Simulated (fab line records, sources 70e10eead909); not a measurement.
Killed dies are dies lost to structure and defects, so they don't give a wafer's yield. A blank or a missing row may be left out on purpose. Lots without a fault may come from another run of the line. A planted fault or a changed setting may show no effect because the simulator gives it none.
Which tool did it? | flow nand_harc | 12 lots, 36 wafers sampled, at 2 steps of a route of 1302

WHAT THE GAUGES READ, wafer by wafer
NHARC_A_CONTACT_OVL_MEAS_70.
lot  | measured     | on         | overlay_x_nm (nm)
L076 | day 22 13:19 | overlay-01 | -0.1 -0.1 -0.4
L077 | day 22 20:11 | overlay-01 | 1.4 1.1 1.9
L080 | day 23 10:21 | overlay-02 | 0.4 0.8 0.8
L084 | day 25 08:12 | overlay-01 | -1.2 -1.5 -1.6
L081 | day 25 20:35 | overlay-02 | 0.0 -0.1 -0.4
L085 | day 26 07:17 | overlay-01 | -0.8 -0.6 -0.7
L088 | day 27 10:10 | overlay-01 | 0.4 0.8 0.8
L087 | day 27 21:10 | overlay-01 | -0.1 0.3 0.1
L090 | day 28 12:47 | overlay-01 | -0.2 0.4 0.1
L094 | day 29 09:35 | overlay-01 | 1.0 0.3 1.0
L097 | day 30 21:40 | overlay-02 | 0.4 -0.6 -0.2
L095 | day 31 17:00 | overlay-01 | 0.3 -0.1 0.2

WHICH TOOL RAN EACH LOT (tool, then ch and the chambers of the sampled wafers, then the start)
lot  | NHARC_A_CONTACT_ETCH_114
L076 | har_cap_etch-03 ch 0,1, day 22 01:51
L077 | har_cap_etch-01 ch 1, day 22 12:20
L080 | har_cap_etch-03 ch 0,1, day 23 00:40
L084 | har_cap_etch-03 ch 0, day 25 00:29
L081 | har_cap_etch-03 ch 0,1, day 25 11:00
L085 | har_cap_etch-03 ch 0,1, day 25 23:21
L088 | har_cap_etch-03 ch 0,1, day 27 02:22
L087 | har_cap_etch-03 ch 0,1, day 27 13:01
L090 | har_cap_etch-03 ch 0,1, day 28 04:38
L094 | har_cap_etch-02 ch 0,1, day 28 23:26
L097 | har_cap_etch-03 ch 0,1, day 30 12:20
L095 | har_cap_etch-02 ch 0,1, day 31 06:32
- NHARC_A_CONTACT_ETCH_114: etches the open film in C4F8/O2/Ar, time 190 s, target depth 1850 nm.

THE ANSWER, worked out from the rows above alone
Rule: what is usual is taken from the lots themselves. Put in order of their means at a reading, lots are off if they are a third of the lots or fewer, leave a main group of 4 or more, and stand apart from it by a gap of 3 or more times the standard deviation of the main group's means; of several such gaps the widest counts. A main group whose means are all the same, to the digits that the tables above print for the reading, isn't used. A lot without any number at a reading at which 4 lots or more have one is off too. The other lots that the step has rows for count as sound.
No lot is off at any reading shown: from this, nothing can be told.

WHAT THE SIMULATOR HAD PUT IN
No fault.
